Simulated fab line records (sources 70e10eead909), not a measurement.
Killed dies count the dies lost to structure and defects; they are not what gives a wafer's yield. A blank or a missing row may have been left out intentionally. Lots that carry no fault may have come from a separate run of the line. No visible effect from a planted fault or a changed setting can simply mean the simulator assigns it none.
fab line records    flow nand_harc
record: lots: 5  wafers: 15  last_day: 23
route steps=1159 shown THIN_TSV@1139
lots that met no fault: taken from a fault-free run of the same line
start_h: start of the lot's first displayed wafer, in hours after the record's first day    wait_h: time in hours since the lot's previous step    " repeats the value in the row above    L1.1+2: several wafers, shown together as one row    - no value, or no start was given    * or withheld: withheld    < > ~ a bound
route shown NAME@n: names a module that has steps shown in the file, with the first one's number in the route    usual: average and standard deviation across the fault-free wafers    same: alike in all rows    chamber/n: place in a boat    sites: the reading at each site    _std_site: the standard deviation of these    _edge_site: mean of outer sites minus mean of inner sites    radius_mm: how far each site lies from the wafer's centre    mask NAME#n: copy n    behind: tool/chamber where the wafer was last shaped    hold: cause of the lot's hold/its duration in hours/its outcome    device: which transistor (n, p or np) failed to switch    end of line: the same wafers' tests at the end of the route    a step with no rows: only its recipe    killed: dies that structure and defects cost at the first sort, which is not the same as the wafer's yield    map: a wafer's dies, marking killed ones x, the rest . and places with no die _
set.NAME: the run value of the setting; set.NAME@STEP: its run value at that earlier step    model.NAME: the simulator's own value behind a step, which no gauge read
certain route steps with their lots: each step a table, each wafer a row
services: when a tool's chamber went out of use (start_h, in hours from the record's first day, below 0 if earlier), for how many hours, and the reason
== steps ==
step: NHARC_THIN_TSV_PVD_24
recipe: target_thk_a: 8000  power_w: withheld  chamber_pressure_pa: withheld  substrate_temp_c: withheld  time_s: withheld  gas: Ar  material: Al
step: NHARC_THIN_TSV_DEHYDRATE_25
recipe: temp_c: 150  time_s: 120
step: NHARC_THIN_TSV_HMDS_26
recipe: time_s: 30
step: NHARC_THIN_TSV_COAT_27
recipe: spin_rpm: *
step: NHARC_THIN_TSV_SOFTBAKE_28
recipe: temp_c: 122  time_s: 95
step: NHARC_THIN_TSV_EBR_29
step: NHARC_THIN_TSV_EXPOSE_30
recipe: na: 0.55  dose_mj: 11.47  mask_id: PAD
step: NHARC_THIN_TSV_PEB_31
recipe: peb_temp_c: 118  peb_time_s: 85
step: NHARC_THIN_TSV_DEVELOP_32
recipe: time_s: 70
step: NHARC_THIN_TSV_CD_MEAS_33
recipe: target_cd_nm: 5000  landing_energy_ev: 500
usual: cd_nm: 5001.0/2.2
lot.wafer  tool       chamber  start_h  wait_h  cd_nm
L333.1     cd_sem-03  0        442.13   -       5004.9
L333.3     "          0        "        "       5006.2
L333.4     "          0        "        "       5000.9
L335.1     cd_sem-02  0        476.03   -       5002.3
L335.4     "          0        "        "       5000.2
L335.6     "          0        "        "       5001.7
L340.3     cd_sem-02  0        526.36   -       4999.8
L340.4     "          0        "        "       5003.5
L340.6     "          0        "        "       5002.4
L346.1     cd_sem-02  0        527.91   -       4999.9
L346.4     "          0        "        "       5000.7
L346.5     "          0        "        "       4995.0
L347.1     cd_sem-02  0        547.64   -       5000.5
L347.4     "          0        "        "       4994.7
L347.5     "          0        "        "       4998.0
step: NHARC_THIN_TSV_HARDBAKE_34
recipe: temp_c: 125  time_s: 80
step: NHARC_THIN_TSV_DESCUM_35
recipe: time_s: 3  o2_flow_sccm: 200  ar_flow_sccm: 0  bias_power_w: 0  chemistry: O2
usual: drypump_motor_current_A: 5.76/0.28  oes_product_au: 1.002/0.01  rf_vpp_V: 57.9/0.82  showerhead_plenum_p_Torr: 1.96/0.077  throttle_valve_pct: 11.311/0.0084
lot.wafer  tool         chamber  start_h  wait_h  drypump_motor_current_A  oes_product_au  rf_hours_counter_h  rf_vpp_V  showerhead_plenum_p_Torr  throttle_valve_pct
L333.4     rie_diel-01  1        442.29   -       5.81                     1.007           7                   57.3      2.01                      11.317
L333.1     "            3        "        "       5.14                     1.006           7                   58.4      2.01                      11.293
L333.3     "            0        "        "       5.63                     1.005           7                   58.9      1.95                      11.314
L335.1     rie_diel-13  2        476.23   -       5.71                     0.996           1                   58.3      1.89                      11.315
L335.4     "            0        "        "       5.65                     1.018           -                   57.3      1.86                      11.303
L335.6     "            1        "        "       5.71                     1.008           -                   59.2      2.02                      11.305
L340.4     rie_diel-01  0        526.52   -       5.62                     1.007           2                   57.4      1.95                      11.309
L340.3     "            2        "        "       5.86                     1.003           2                   58.4      2.00                      11.313
L340.6     "            3        "        "       5.15                     0.989           -                   57.7      2.01                      11.313
L346.4     rie_diel-05  2        528.07   -       6.10                     1.021           0                   55.9      1.87                      11.310
L346.1     "            1        "        "       5.50                     1.010           0                   59.0      1.80                      11.300
L346.5     "            2        "        "       6.13                     1.015           -                   59.9      1.87                      11.310
L347.1     rie_diel-13  1        547.81   -       5.73                     1.012           9                   56.9      2.02                      11.313
L347.4     "            3        "        "       6.16                     0.992           9                   57.3      2.05                      11.304
L347.5     "            0        "        "       5.64                     1.022           -                   58.1      1.86                      11.313
step: NHARC_THIN_TSV_ETCH_59
recipe: target_depth_a: 8800  icp_w: 900  bias_w: 100  Cl2_flow_sccm: 60  bcl3_flow_sccm: 30  time_s: 138.1  chemistry: Cl2/BCl3
usual: drypump_motor_current_A: 5.7/0.53  oes_product_au: 0.999/0.0093  run_length_s: 159.7/0.34  throttle_valve_pct: 22.263/0.0095
lot.wafer  tool          chamber  start_h  wait_h  drypump_motor_current_A  oes_product_au  rf_hours_counter_h  run_length_s  throttle_valve_pct
L333.1     rie_metal-01  0        442.42   0.1     5.1                      0.993           3.3                 159.9         22.271
L333.4     "             0        "        "       5.1                      0.999           -                   160.0         22.270
L333.3     "             1        "        "       6.0                      1.002           -                   159.2         22.266
L335.1     rie_metal-03  1        476.35   0.1     6.5                      1.007           0.1                 159.6         22.278
L335.4     "             1        "        "       6.5                      0.993           -                   160.0         22.255
L335.6     "             0        "        "       5.1                      1.002           -                   159.6         22.265
L340.4     rie_metal-01  1        526.71   0.2     6.0                      1.023           -                   159.3         22.267
L340.3     "             0        "        "       5.1                      1.021           -                   160.1         22.273
L340.6     "             0        "        "       5.1                      1.009           -                   146.0         22.252
L346.1     rie_metal-02  0        528.20   0.1     6.1                      0.986           3.5                 159.3         22.258
L346.4     "             0        "        "       6.1                      0.994           -                   159.2         22.271
L346.5     "             0        "        "       6.1                      0.984           -                   159.4         22.254
L347.1     rie_metal-02  1        547.94   0.1     5.5                      1.005           3.5                 160.0         22.258
L347.4     "             0        "        "       6.0                      0.995           -                   159.6         22.273
L347.5     "             1        "        "       5.5                      1.000           -                   159.6         22.259
step: NHARC_THIN_TSV_ETCH_36
recipe: target_depth_a: 650  over_etch_frac: 0.3  time_s: 18.571  ion_energy_ev: 150  chemistry: Cl2/BCl3
usual: drypump_motor_current_A: 5.7/0.53  oes_product_au: 1.000/0.0086  run_length_s: 40.1/0.33
lot.wafer  tool          chamber  start_h  wait_h  drypump_motor_current_A  oes_product_au  rf_hours_counter_h  run_length_s
L333.1     rie_metal-01  0        442.68   0.2     5.1                      1.001           3.4                 40.1
L333.4     "             0        "        "       5.1                      1.017           -                   40.3
L333.3     "             1        "        "       5.9                      1.005           -                   40.1
L335.1     rie_metal-03  1        476.61   0.2     6.5                      0.992           0.2                 40.6
L335.4     "             1        "        "       6.5                      0.995           -                   40.1
L335.6     "             1        "        "       6.5                      0.989           -                   39.8
L340.4     rie_metal-01  0        526.91   0.2     5.1                      1.005           -                   40.3
L340.3     "             1        "        "       6.0                      1.009           -                   39.7
L340.6     "             0        "        "       5.1                      0.999           -                   40.8
L346.1     rie_metal-02  1        528.68   0.4     5.5                      1.006           2.9                 39.9
L346.4     "             0        "        "       6.0                      0.997           -                   39.8
L346.5     "             1        "        "       5.5                      0.998           -                   39.9
L347.1     rie_metal-02  0        548.21   0.2     6.0                      1.002           4.5                 40.1
L347.4     "             1        "        "       5.5                      0.998           -                   39.7
L347.5     "             1        "        "       5.4                      1.008           -                   40.0
== services ==
tool          chamber  start_h  hours  kind
rie_diel-05   0        421.02   11.1   repair
rie_metal-03  -        421.04   0.8    repair
rie_diel-01   0        421.84   -      clean
rie_diel-01   1        421.84   -      clean
rie_diel-01   2        421.84   -      clean
rie_diel-05   3        434.95   1.4    repair
rie_diel-05   -        435.34   1.6    repair
rie_diel-05   -        438.52   2.7    repair
rie_metal-01  0        451.61   2.1    repair
rie_diel-13   -        453.00   9.0    pm
rie_metal-03  -        453.00   9.0    pm
rie_diel-13   3        469.46   6.8    repair
rie_metal-01  -        473.79   0.2    repair
rie_diel-13   1        487.77   3.1    repair
rie_diel-01   -        491.92   9.0    pm
rie_metal-01  -        509.00   9.0    pm
rie_metal-01  0        509.00   9.0    vent_cycle
rie_metal-01  1        509.00   9.0    vent_cycle
rie_metal-03  1        512.47   2.9    repair
rie_diel-05   -        517.60   9.0    pm
rie_metal-01  0        518.00   -      clean
rie_metal-01  1        518.00   -      clean
rie_metal-02  1        518.31   10.0   repair
rie_diel-13   -        536.47   0.5    repair
== key ==
first_sign: step: NHARC_THIN_TSV_ETCH_59  reading: run_length_s  direction: down  sigmas: 40  usual: *  struck: *
effect none on later readings
met_at NHARC_THIN_TSV_ETCH_59
struck_wafers L340.6
later_rows_left_out L340.6
sort_left_out L340.6
onset_between 442.42 526.71
fault: kind: process_parameter_drift  tool: rie_metal-01  chamber: -  onset_h: 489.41  steps: NHARC_THIN_TSV_ETCH_59  channel: time_s  offset: *  shape: step  end_h: 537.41  scope: struck_wafers_only  acts_in: *  stated: *
sort_left_out: the simulated sort isn't trusted on such a fault, so these wafers' sort isn't shown, and their yield isn't known
later_rows_left_out: the simulator's readings of these wafers behind a module that went badly wrong aren't trusted and aren't shown, but for the sort
